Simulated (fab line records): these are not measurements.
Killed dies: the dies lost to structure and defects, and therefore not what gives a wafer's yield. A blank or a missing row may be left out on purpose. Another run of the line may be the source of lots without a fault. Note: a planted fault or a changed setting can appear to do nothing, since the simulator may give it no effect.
A sampling plan put to the test || flow nand-harc || 42 faults told of in these records, all on one fab line, each judged by the records of the lots it struck
Plan = the line's own looks (route steps where a gauge or an inspection reads the wafer without altering it). A look is open to judgement when struck wafers have a number at it and the file gives its usual mean and standard deviation on fault-free wafers. Caught: the struck wafers' mean, at a look after the fault's first step, is 4 or more of those standard deviations (sigma) away from the usual mean. On the tool: here the same test is run on the tool's own readings at the fault's steps. Also counted as caught: the struck wafers showing another recipe, or a record that is empty for them alone.

THE FAULTS, as the simulator had put them in
1. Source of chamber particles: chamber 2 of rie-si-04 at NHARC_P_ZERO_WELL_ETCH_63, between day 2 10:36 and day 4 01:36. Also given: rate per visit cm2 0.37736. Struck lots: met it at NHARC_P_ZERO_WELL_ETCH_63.
2. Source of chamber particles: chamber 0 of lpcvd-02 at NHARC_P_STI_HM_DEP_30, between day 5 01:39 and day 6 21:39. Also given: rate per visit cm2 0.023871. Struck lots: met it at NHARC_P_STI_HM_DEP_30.
3. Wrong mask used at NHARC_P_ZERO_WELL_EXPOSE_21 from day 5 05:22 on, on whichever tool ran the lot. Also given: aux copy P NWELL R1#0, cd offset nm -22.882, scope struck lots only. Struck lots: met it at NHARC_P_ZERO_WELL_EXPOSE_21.
4. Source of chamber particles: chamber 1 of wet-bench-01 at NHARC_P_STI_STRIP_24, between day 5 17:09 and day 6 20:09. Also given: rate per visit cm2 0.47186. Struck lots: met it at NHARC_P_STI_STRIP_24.
5. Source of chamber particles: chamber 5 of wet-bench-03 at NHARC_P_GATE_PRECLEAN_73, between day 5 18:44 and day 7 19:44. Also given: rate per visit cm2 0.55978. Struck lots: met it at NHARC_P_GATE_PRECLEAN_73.
6. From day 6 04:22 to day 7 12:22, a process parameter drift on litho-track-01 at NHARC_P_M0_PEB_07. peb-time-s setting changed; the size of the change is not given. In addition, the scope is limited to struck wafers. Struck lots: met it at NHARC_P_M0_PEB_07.
7. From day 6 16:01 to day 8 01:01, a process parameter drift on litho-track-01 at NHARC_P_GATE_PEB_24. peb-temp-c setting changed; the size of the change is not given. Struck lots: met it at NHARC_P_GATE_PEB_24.
8. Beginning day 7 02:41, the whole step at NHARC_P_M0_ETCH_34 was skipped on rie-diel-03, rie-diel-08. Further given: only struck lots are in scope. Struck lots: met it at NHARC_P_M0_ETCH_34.
9. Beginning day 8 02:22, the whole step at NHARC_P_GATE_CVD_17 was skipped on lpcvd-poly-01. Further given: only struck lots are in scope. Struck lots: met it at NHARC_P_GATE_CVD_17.
10. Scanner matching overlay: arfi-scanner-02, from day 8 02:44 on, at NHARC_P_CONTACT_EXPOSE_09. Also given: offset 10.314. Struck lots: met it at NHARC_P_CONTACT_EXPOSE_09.
11. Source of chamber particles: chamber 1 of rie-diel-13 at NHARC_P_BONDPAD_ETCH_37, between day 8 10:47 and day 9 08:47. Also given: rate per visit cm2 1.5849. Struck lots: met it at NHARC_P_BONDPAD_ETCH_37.
12. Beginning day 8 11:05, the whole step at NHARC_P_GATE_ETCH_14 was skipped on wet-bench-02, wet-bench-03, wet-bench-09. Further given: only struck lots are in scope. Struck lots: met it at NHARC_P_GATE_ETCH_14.
13. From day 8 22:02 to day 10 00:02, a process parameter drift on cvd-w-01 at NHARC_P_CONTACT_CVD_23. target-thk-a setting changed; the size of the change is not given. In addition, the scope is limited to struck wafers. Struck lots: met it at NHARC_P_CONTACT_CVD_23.
14. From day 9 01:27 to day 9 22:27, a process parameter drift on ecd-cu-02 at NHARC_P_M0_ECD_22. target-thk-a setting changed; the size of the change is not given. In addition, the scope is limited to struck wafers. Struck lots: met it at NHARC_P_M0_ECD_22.
15. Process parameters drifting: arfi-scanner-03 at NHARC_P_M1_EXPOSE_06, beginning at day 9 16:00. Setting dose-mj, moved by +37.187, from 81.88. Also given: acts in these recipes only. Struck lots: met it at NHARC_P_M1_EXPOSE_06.
16. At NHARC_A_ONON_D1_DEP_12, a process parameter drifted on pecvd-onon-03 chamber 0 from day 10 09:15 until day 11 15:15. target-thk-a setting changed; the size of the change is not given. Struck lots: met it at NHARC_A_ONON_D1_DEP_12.
17. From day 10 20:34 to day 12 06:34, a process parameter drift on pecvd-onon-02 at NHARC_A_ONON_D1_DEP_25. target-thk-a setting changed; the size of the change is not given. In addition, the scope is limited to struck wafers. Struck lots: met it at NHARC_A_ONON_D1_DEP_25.
18. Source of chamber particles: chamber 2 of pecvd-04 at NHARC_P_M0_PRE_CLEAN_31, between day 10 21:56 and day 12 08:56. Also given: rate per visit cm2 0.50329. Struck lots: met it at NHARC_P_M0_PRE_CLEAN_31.
19. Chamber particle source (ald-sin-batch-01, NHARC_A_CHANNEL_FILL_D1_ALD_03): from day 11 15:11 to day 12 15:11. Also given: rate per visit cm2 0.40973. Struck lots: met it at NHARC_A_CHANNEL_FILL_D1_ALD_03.
20. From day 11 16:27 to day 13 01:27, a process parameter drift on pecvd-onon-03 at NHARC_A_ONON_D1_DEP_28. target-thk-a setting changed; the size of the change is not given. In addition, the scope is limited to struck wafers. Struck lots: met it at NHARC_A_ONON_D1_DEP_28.
21. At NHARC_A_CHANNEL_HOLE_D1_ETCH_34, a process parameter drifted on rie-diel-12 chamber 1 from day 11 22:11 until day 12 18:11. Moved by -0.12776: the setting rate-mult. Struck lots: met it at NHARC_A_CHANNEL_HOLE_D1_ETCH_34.
22. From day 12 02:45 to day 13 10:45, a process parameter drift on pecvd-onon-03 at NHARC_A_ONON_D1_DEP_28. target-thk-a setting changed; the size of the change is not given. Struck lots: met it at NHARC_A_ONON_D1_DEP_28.
23. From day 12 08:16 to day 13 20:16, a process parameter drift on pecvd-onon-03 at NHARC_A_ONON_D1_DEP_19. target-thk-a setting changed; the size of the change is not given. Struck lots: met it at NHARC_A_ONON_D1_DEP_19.
24. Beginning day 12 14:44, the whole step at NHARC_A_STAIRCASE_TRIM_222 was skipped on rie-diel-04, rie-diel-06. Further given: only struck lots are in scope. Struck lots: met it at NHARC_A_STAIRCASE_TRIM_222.
25. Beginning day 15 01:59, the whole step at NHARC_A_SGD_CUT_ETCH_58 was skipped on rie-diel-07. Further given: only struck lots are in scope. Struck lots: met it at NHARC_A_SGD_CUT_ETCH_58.
26. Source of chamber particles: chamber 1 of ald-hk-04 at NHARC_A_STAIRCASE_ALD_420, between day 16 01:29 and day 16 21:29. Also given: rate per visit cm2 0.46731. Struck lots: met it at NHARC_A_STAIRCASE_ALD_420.
27. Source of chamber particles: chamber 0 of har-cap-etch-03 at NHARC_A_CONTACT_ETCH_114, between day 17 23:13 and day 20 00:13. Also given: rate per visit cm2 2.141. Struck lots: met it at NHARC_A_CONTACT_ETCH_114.
28. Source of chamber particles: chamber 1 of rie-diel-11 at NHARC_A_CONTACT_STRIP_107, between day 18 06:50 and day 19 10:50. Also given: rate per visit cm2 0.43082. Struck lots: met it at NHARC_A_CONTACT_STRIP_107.
29. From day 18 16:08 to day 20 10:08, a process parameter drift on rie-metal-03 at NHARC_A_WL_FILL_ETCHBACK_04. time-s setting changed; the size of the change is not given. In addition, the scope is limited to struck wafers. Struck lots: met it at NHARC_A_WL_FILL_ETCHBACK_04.
30. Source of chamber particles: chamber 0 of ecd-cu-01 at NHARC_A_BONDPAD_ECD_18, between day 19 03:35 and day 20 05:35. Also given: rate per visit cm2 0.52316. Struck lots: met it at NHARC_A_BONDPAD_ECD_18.
31. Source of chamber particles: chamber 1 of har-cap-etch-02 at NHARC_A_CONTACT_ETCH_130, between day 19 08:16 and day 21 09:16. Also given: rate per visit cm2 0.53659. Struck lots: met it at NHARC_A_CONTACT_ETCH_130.
32. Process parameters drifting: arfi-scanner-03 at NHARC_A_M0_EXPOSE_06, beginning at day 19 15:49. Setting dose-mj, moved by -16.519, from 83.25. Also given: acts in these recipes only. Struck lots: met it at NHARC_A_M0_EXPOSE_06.
33. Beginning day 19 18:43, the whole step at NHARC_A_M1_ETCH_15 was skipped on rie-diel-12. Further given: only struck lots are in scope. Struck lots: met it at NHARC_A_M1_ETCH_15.
34. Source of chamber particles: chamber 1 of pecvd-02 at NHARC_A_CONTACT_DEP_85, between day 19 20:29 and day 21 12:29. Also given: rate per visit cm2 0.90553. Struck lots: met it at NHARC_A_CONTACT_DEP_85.
35. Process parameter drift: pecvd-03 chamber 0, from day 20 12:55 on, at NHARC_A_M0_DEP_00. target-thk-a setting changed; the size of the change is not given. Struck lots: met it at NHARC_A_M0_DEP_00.
36. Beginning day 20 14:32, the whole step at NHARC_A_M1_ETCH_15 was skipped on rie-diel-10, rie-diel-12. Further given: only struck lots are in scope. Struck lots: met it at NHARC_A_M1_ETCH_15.
37. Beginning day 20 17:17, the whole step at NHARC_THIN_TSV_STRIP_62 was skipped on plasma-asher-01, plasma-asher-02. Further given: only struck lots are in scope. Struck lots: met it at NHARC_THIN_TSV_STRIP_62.
38. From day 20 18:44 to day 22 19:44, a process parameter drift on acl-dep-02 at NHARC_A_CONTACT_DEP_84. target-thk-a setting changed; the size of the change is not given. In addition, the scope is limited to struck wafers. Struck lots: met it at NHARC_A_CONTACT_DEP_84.
39. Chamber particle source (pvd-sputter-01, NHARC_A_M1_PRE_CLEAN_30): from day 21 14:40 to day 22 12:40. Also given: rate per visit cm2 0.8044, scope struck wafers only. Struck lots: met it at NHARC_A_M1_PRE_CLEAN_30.
40. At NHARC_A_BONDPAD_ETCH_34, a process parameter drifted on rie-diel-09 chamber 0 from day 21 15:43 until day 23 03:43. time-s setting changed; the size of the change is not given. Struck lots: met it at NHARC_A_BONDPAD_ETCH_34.
41. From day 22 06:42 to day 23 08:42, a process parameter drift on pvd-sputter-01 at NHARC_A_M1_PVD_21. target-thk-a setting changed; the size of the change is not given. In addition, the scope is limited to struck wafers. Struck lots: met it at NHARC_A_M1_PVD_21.
42. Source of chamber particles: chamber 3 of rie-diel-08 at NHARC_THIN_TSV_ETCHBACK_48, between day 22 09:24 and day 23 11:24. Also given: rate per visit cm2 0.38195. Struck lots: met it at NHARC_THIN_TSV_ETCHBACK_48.

WHAT THE PLAN SAW
{"fault": 1, "on the tool itself": "under 2 sigma", "first look that catches it": "NHARC_P_ZERO_WELL_INSPECT_43", "reading, sigma": "raw-defect-count +42", "median hours from its first step to that look": 6.0, "hours from the fault's start to the first struck lot there": 9, "judged looks passed uncaught": 1}
{"fault": 2, "on the tool itself": "under 2 sigma", "first look that catches it": "NHARC_P_STI_INSPECT_11", "reading, sigma": "raw-defect-count +5.6", "median hours from its first step to that look": 4.1, "hours from the fault's start to the first struck lot there": 40, "judged looks passed uncaught": 1}
{"fault": 3, "on the tool itself": "no reading that can be judged", "first look that catches it": "NHARC_P_ZERO_WELL_CD_MEAS_24", "reading, sigma": "cd-nm -14", "median hours from its first step to that look": 0.2, "hours from the fault's start to the first struck lot there": 3, "judged looks passed uncaught": 0}
{"fault": 4, "on the tool itself": "no reading that can be judged", "first look that catches it": "NHARC_P_GATE_INSPECT_28", "reading, sigma": "raw-defect-count +99 or beyond", "median hours from its first step to that look": 30.1, "hours from the fault's start to the first struck lot there": 51, "judged looks passed uncaught": 2}
{"fault": 5, "on the tool itself": "under 2 sigma", "first look that catches it": "NHARC_P_GATE_INSPECT_68", "reading, sigma": "raw-defect-count +5.8", "median hours from its first step to that look": 17.9, "hours from the fault's start to the first struck lot there": 19, "judged looks passed uncaught": 1}
{"fault": 6, "on the tool itself": "heater-power-total-W +13 sigma", "first look that catches it": "none of the 2 looks that can be judged after it", "reading, sigma": "strongest: cd-nm at NHARC_P_M0_CD_MEAS_09, -2.7", "median hours from its first step to that look": "-", "hours from the fault's start to the first struck lot there": "-", "judged looks passed uncaught": 2}
{"fault": 7, "on the tool itself": "plate-temp-C -24 sigma", "first look that catches it": "NHARC_P_GATE_CD_MEAS_26", "reading, sigma": "cd-nm +12", "median hours from its first step to that look": 0.1, "hours from the fault's start to the first struck lot there": 8, "judged looks passed uncaught": 0}
{"fault": 8, "on the tool itself": "the tool's record is blank for the struck wafers", "first look that catches it": "NHARC_END_SORT_01", "reading, sigma": "killed-at-periphery +99 or beyond", "median hours from its first step to that look": 325.0, "hours from the fault's start to the first struck lot there": 327, "judged looks passed uncaught": 0}
{"fault": 9, "on the tool itself": "the tool's record is blank for the struck wafers", "first look that catches it": "NHARC_END_SORT_01", "reading, sigma": "killed-at-periphery +99 or beyond", "median hours from its first step to that look": 355.2, "hours from the fault's start to the first struck lot there": 346, "judged looks passed uncaught": 0}
{"fault": 10, "on the tool itself": "no reading that can be judged", "first look that catches it": "NHARC_P_CONTACT_OVL_MEAS_13", "reading, sigma": "overlay-x-nm +12", "median hours from its first step to that look": 0.2, "hours from the fault's start to the first struck lot there": 16, "judged looks passed uncaught": 0}
{"fault": 11, "on the tool itself": "under 2 sigma", "first look that catches it": "NHARC_END_SORT_01", "reading, sigma": "killed-at-periphery +59", "median hours from its first step to that look": 305.6, "hours from the fault's start to the first struck lot there": 313, "judged looks passed uncaught": 1}
{"fault": 12, "on the tool itself": "no reading that can be judged", "first look that catches it": "NHARC_END_SORT_01", "reading, sigma": "killed-at-periphery +99 or beyond", "median hours from its first step to that look": 365.1, "hours from the fault's start to the first struck lot there": 370, "judged looks passed uncaught": 0}
{"fault": 13, "on the tool itself": "under 2 sigma", "first look that catches it": "not the one look that can be judged after it", "reading, sigma": "-", "median hours from its first step to that look": "-", "hours from the fault's start to the first struck lot there": "-", "judged looks passed uncaught": 1}
{"fault": 14, "on the tool itself": "no reading that can be judged", "first look that catches it": "no look after it can be judged", "reading, sigma": "-", "median hours from its first step to that look": "-", "hours from the fault's start to the first struck lot there": "-", "judged looks passed uncaught": 0}
{"fault": 15, "on the tool itself": "exposure-dose-mJ-cm2 +99 or beyond sigma", "first look that catches it": "NHARC_P_M1_CD_MEAS_09", "reading, sigma": "cd-nm +29", "median hours from its first step to that look": 0.1, "hours from the fault's start to the first struck lot there": 9, "judged looks passed uncaught": 0}
{"fault": 16, "on the tool itself": "no reading that can be judged", "first look that catches it": "NHARC_A_ONON_D1_THK_MEAS_14", "reading, sigma": "thk-nm -42", "median hours from its first step to that look": 0.4, "hours from the fault's start to the first struck lot there": 11, "judged looks passed uncaught": 0}
{"fault": 17, "on the tool itself": "no reading that can be judged", "first look that catches it": "NHARC_A_ONON_D1_THK_MEAS_27", "reading, sigma": "thk-nm -74", "median hours from its first step to that look": 0.5, "hours from the fault's start to the first struck lot there": 12, "judged looks passed uncaught": 0}
{"fault": 18, "on the tool itself": "under 2 sigma", "first look that catches it": "NHARC_P_M1_INSPECT_11", "reading, sigma": "raw-defect-count +99 or beyond", "median hours from its first step to that look": 1.4, "hours from the fault's start to the first struck lot there": 10, "judged looks passed uncaught": 0}
{"fault": 19, "on the tool itself": "under 2 sigma", "first look that catches it": "NHARC_END_SORT_01", "reading, sigma": "killed-dies +5.5", "median hours from its first step to that look": 253.7, "hours from the fault's start to the first struck lot there": 260, "judged looks passed uncaught": 2}
{"fault": 20, "on the tool itself": "no reading that can be judged", "first look that catches it": "NHARC_A_ONON_D1_THK_MEAS_30", "reading, sigma": "thk-nm +45", "median hours from its first step to that look": 0.5, "hours from the fault's start to the first struck lot there": 8, "judged looks passed uncaught": 0}
{"fault": 21, "on the tool itself": "only faintly: oes-product-au -2.3 sigma", "first look that catches it": "NHARC_END_SORT_01", "reading, sigma": "killed-at-array +54", "median hours from its first step to that look": 265.7, "hours from the fault's start to the first struck lot there": 279, "judged looks passed uncaught": 0}
{"fault": 22, "on the tool itself": "no reading that can be judged", "first look that catches it": "NHARC_A_ONON_D1_THK_MEAS_30", "reading, sigma": "thk-nm +69", "median hours from its first step to that look": 0.5, "hours from the fault's start to the first struck lot there": 3, "judged looks passed uncaught": 0}
{"fault": 23, "on the tool itself": "no reading that can be judged", "first look that catches it": "NHARC_A_ONON_D1_THK_MEAS_21", "reading, sigma": "thk-nm +4.0", "median hours from its first step to that look": 0.5, "hours from the fault's start to the first struck lot there": 5, "judged looks passed uncaught": 0}
{"fault": 24, "on the tool itself": "the tool's record is blank for the struck wafers", "first look that catches it": "NHARC_END_SORT_01", "reading, sigma": "killed-at-array +77", "median hours from its first step to that look": 200.1, "hours from the fault's start to the first struck lot there": 202, "judged looks passed uncaught": 0}
{"fault": 25, "on the tool itself": "the tool's record is blank for the struck wafers", "first look that catches it": "NHARC_END_SORT_01", "reading, sigma": "killed-at-array +77", "median hours from its first step to that look": 138.4, "hours from the fault's start to the first struck lot there": 142, "judged looks passed uncaught": 0}
{"fault": 26, "on the tool itself": "under 2 sigma", "first look that catches it": "NHARC_END_SORT_01", "reading, sigma": "killed-at-array +4.7", "median hours from its first step to that look": 174.9, "hours from the fault's start to the first struck lot there": 177, "judged looks passed uncaught": 2}
{"fault": 27, "on the tool itself": "no reading that can be judged", "first look that catches it": "NHARC_END_SORT_01", "reading, sigma": "killed-at-array +11", "median hours from its first step to that look": 89.3, "hours from the fault's start to the first struck lot there": 95, "judged looks passed uncaught": 0}
{"fault": 28, "on the tool itself": "no reading that can be judged", "first look that catches it": "NHARC_END_SORT_01", "reading, sigma": "killed-at-array +8.7", "median hours from its first step to that look": 53.1, "hours from the fault's start to the first struck lot there": 60, "judged looks passed uncaught": 0}
{"fault": 29, "on the tool itself": "run-length-s -89 sigma", "first look that catches it": "NHARC_END_SORT_01", "reading, sigma": "killed-at-array +77", "median hours from its first step to that look": 107.0, "hours from the fault's start to the first struck lot there": 117, "judged looks passed uncaught": 0}
{"fault": 30, "on the tool itself": "no reading that can be judged", "first look that catches it": "NHARC_END_SORT_01", "reading, sigma": "killed-at-array +27", "median hours from its first step to that look": 42.5, "hours from the fault's start to the first struck lot there": 45, "judged looks passed uncaught": 0}
{"fault": 31, "on the tool itself": "no reading that can be judged", "first look that catches it": "NHARC_END_SORT_01", "reading, sigma": "killed-at-array +8.3", "median hours from its first step to that look": 63.9, "hours from the fault's start to the first struck lot there": 68, "judged looks passed uncaught": 0}
{"fault": 32, "on the tool itself": "exposure-dose-mJ-cm2 -99 or beyond sigma", "first look that catches it": "NHARC_A_M0_CD_MEAS_09", "reading, sigma": "cd-nm -13", "median hours from its first step to that look": 0.1, "hours from the fault's start to the first struck lot there": 18, "judged looks passed uncaught": 0}
{"fault": 33, "on the tool itself": "the tool's record is blank for the struck wafers", "first look that catches it": "NHARC_END_SORT_01", "reading, sigma": "sort_bin_2_pct +99 or beyond", "median hours from its first step to that look": 37.9, "hours from the fault's start to the first struck lot there": 39, "judged looks passed uncaught": 0}
{"fault": 34, "on the tool itself": "under 2 sigma", "first look that catches it": "NHARC_A_CONTACT_INSPECT_10", "reading, sigma": "raw-defect-count +60", "median hours from its first step to that look": 0.8, "hours from the fault's start to the first struck lot there": 26, "judged looks passed uncaught": 0}
{"fault": 35, "on the tool itself": "under 2 sigma", "first look that catches it": "NHARC_END_SORT_01", "reading, sigma": "sort_bin_2_pct +99 or beyond", "median hours from its first step to that look": 54.9, "hours from the fault's start to the first struck lot there": 88, "judged looks passed uncaught": 5}
{"fault": 36, "on the tool itself": "the tool's record is blank for the struck wafers", "first look that catches it": "NHARC_END_SORT_01", "reading, sigma": "sort_bin_2_pct +99 or beyond", "median hours from its first step to that look": 39.5, "hours from the fault's start to the first struck lot there": 38, "judged looks passed uncaught": 0}
{"fault": 37, "on the tool itself": "the tool's record is blank for the struck wafers", "first look that catches it": "NHARC_END_SORT_01", "reading, sigma": "killed-at-other +6.7", "median hours from its first step to that look": 14.3, "hours from the fault's start to the first struck lot there": 16, "judged looks passed uncaught": 0}
{"fault": 38, "on the tool itself": "under 2 sigma", "first look that catches it": "NHARC_END_SORT_01", "reading, sigma": "killed-at-array +16", "median hours from its first step to that look": 59.9, "hours from the fault's start to the first struck lot there": 75, "judged looks passed uncaught": 0}
{"fault": 39, "on the tool itself": "under 2 sigma", "first look that catches it": "NHARC_END_SORT_01", "reading, sigma": "sort_bin_3_pct +13", "median hours from its first step to that look": 41.9, "hours from the fault's start to the first struck lot there": 55, "judged looks passed uncaught": 1}
{"fault": 40, "on the tool itself": "run-length-s -46 sigma", "first look that catches it": "NHARC_END_SORT_01", "reading, sigma": "sort_bin_2_pct +99 or beyond", "median hours from its first step to that look": 34.2, "hours from the fault's start to the first struck lot there": 44, "judged looks passed uncaught": 0}
{"fault": 41, "on the tool itself": "under 2 sigma", "first look that catches it": "NHARC_END_SORT_01", "reading, sigma": "sort_bin_2_pct +99 or beyond", "median hours from its first step to that look": 40.8, "hours from the fault's start to the first struck lot there": 41, "judged looks passed uncaught": 0}
{"fault": 42, "on the tool itself": "under 2 sigma", "first look that catches it": "NHARC_END_SORT_01", "reading, sigma": "killed-at-other +41", "median hours from its first step to that look": 23.0, "hours from the fault's start to the first struck lot there": 45, "judged looks passed uncaught": 1}
A dash: the fault is not caught, or the number is missing from these records.

Caught at a look: 39 of 42. Caught on the tool: 13 of 42. By one or the other: 40 of 42.
Caught on the tool alone: fault 6.
Caught at a look alone: faults 1, 2, 3, 4, 5, 10, 11, 12, 16, 17, 18, 19, 20, 21, 22, 23, 26, 27, 28, 30, 31, 34, 35, 38, 39, 41, 42.
Caught by neither: faults 13, 14.

THINNER SAMPLING
Were the look that catches a fault to measure just every second or every third lot (counted by lot number), the first struck lot would, at worst, be measured this late:
{"fault": 1, "struck lots at that look, in order of time": "L313, L314", "every lot": "9 h", "every second lot": "15 h", "every third lot": "may miss all 2"}
{"fault": 2, "struck lots at that look, in order of time": "L112", "every lot": "40 h", "every second lot": "may miss it", "every third lot": "may miss it"}
{"fault": 3, "struck lots at that look, in order of time": "L863", "every lot": "3 h", "every second lot": "may miss it", "every third lot": "may miss it"}
{"fault": 4, "struck lots at that look, in order of time": "L525", "every lot": "51 h", "every second lot": "may miss it", "every third lot": "may miss it"}
{"fault": 5, "struck lots at that look, in order of time": "L911", "every lot": "19 h", "every second lot": "may miss it", "every third lot": "may miss it"}
{"fault": 7, "struck lots at that look, in order of time": "L861, L862", "every lot": "8 h", "every second lot": "12 h", "every third lot": "may miss all 2"}
{"fault": 8, "struck lots at that look, in order of time": "L670, L671", "every lot": "327 h", "every second lot": "336 h", "every third lot": "may miss all 2"}
{"fault": 9, "struck lots at that look, in order of time": "L985, L986", "every lot": "346 h", "every second lot": "368 h", "every third lot": "may miss all 2"}
{"fault": 10, "struck lots at that look, in order of time": "L834, L837", "every lot": "16 h", "every second lot": "32 h", "every third lot": "may miss all 2"}
{"fault": 11, "struck lots at that look, in order of time": "L460, L461", "every lot": "313 h", "every second lot": "314 h", "every third lot": "may miss all 2"}
{"fault": 12, "struck lots at that look, in order of time": "L117, L116, L115", "every lot": "370 h", "every second lot": "370 h", "every third lot": "378 h"}
{"fault": 15, "struck lots at that look, in order of time": "L210, L211", "every lot": "9 h", "every second lot": "14 h", "every third lot": "may miss all 2"}
{"fault": 16, "struck lots at that look, in order of time": "L296, L299", "every lot": "11 h", "every second lot": "30 h", "every third lot": "may miss all 2"}
{"fault": 17, "struck lots at that look, in order of time": "L677, L678, L680", "every lot": "12 h", "every second lot": "12 h", "every third lot": "may miss all 3"}
{"fault": 18, "struck lots at that look, in order of time": "L612", "every lot": "10 h", "every second lot": "may miss it", "every third lot": "may miss it"}
{"fault": 19, "struck lots at that look, in order of time": "L477, L475", "every lot": "260 h", "every second lot": "may miss all 2", "every third lot": "may miss all 2"}
{"fault": 20, "struck lots at that look, in order of time": "L135, L136, L138", "every lot": "8 h", "every second lot": "14 h", "every third lot": "may miss all 3"}
{"fault": 21, "struck lots at that look, in order of time": "L868", "every lot": "279 h", "every second lot": "may miss it", "every third lot": "may miss it"}
{"fault": 22, "struck lots at that look, in order of time": "L933, L935", "every lot": "3 h", "every second lot": "may miss all 2", "every third lot": "may miss all 2"}
{"fault": 23, "struck lots at that look, in order of time": "L228, L233", "every lot": "5 h", "every second lot": "31 h", "every third lot": "may miss all 2"}
{"fault": 24, "struck lots at that look, in order of time": "L595, L594", "every lot": "202 h", "every second lot": "204 h", "every third lot": "may miss all 2"}
{"fault": 25, "struck lots at that look, in order of time": "L430, L429", "every lot": "142 h", "every second lot": "145 h", "every third lot": "may miss all 2"}
{"fault": 26, "struck lots at that look, in order of time": "L585", "every lot": "177 h", "every second lot": "may miss it", "every third lot": "may miss it"}
{"fault": 27, "struck lots at that look, in order of time": "L484, L488, L489", "every lot": "95 h", "every second lot": "147 h", "every third lot": "147 h"}
{"fault": 28, "struck lots at that look, in order of time": "L182, L184, L183", "every lot": "60 h", "every second lot": "69 h", "every third lot": "69 h"}
{"fault": 29, "struck lots at that look, in order of time": "L920, L923", "every lot": "117 h", "every second lot": "128 h", "every third lot": "may miss all 2"}
{"fault": 30, "struck lots at that look, in order of time": "L417", "every lot": "45 h", "every second lot": "may miss it", "every third lot": "may miss it"}
{"fault": 31, "struck lots at that look, in order of time": "L362, L364", "every lot": "68 h", "every second lot": "may miss all 2", "every third lot": "may miss all 2"}
{"fault": 32, "struck lots at that look, in order of time": "L605, L604, L603", "every lot": "18 h", "every second lot": "18 h", "every third lot": "26 h"}
{"fault": 33, "struck lots at that look, in order of time": "L450, L449, L451", "every lot": "39 h", "every second lot": "39 h", "every third lot": "58 h"}
{"fault": 34, "struck lots at that look, in order of time": "L991", "every lot": "26 h", "every second lot": "may miss it", "every third lot": "may miss it"}
{"fault": 35, "struck lots at that look, in order of time": "L162", "every lot": "88 h", "every second lot": "may miss it", "every third lot": "may miss it"}
{"fault": 36, "struck lots at that look, in order of time": "L125, L124", "every lot": "38 h", "every second lot": "54 h", "every third lot": "may miss all 2"}
{"fault": 37, "struck lots at that look, in order of time": "L596, L597, L598", "every lot": "16 h", "every second lot": "17 h", "every third lot": "35 h"}
{"fault": 38, "struck lots at that look, in order of time": "L502, L501", "every lot": "75 h", "every second lot": "75 h", "every third lot": "may miss all 2"}
{"fault": 39, "struck lots at that look, in order of time": "L197, L196, L194", "every lot": "55 h", "every second lot": "59 h", "every third lot": "may miss all 3"}
{"fault": 40, "struck lots at that look, in order of time": "L839", "every lot": "44 h", "every second lot": "may miss it", "every third lot": "may miss it"}
{"fault": 41, "struck lots at that look, in order of time": "L778, L777", "every lot": "41 h", "every second lot": "42 h", "every third lot": "may miss all 2"}
{"fault": 42, "struck lots at that look, in order of time": "L811", "every lot": "45 h", "every second lot": "may miss it", "every third lot": "may miss it"}
The hour figures run from when the fault began to the first measured lot among those it struck. 4 sigma limit: tested on the pooled struck wafers, so a lone lot may be under it. Other struck lots may not be in these records.

THE LONGEST TIMED WAY FROM STEP TO LOOK
For fault 12, NHARC_P_GATE_ETCH_14 and NHARC_END_SORT_01 are separated by a median of 365.1 hours. No look between them can be judged.
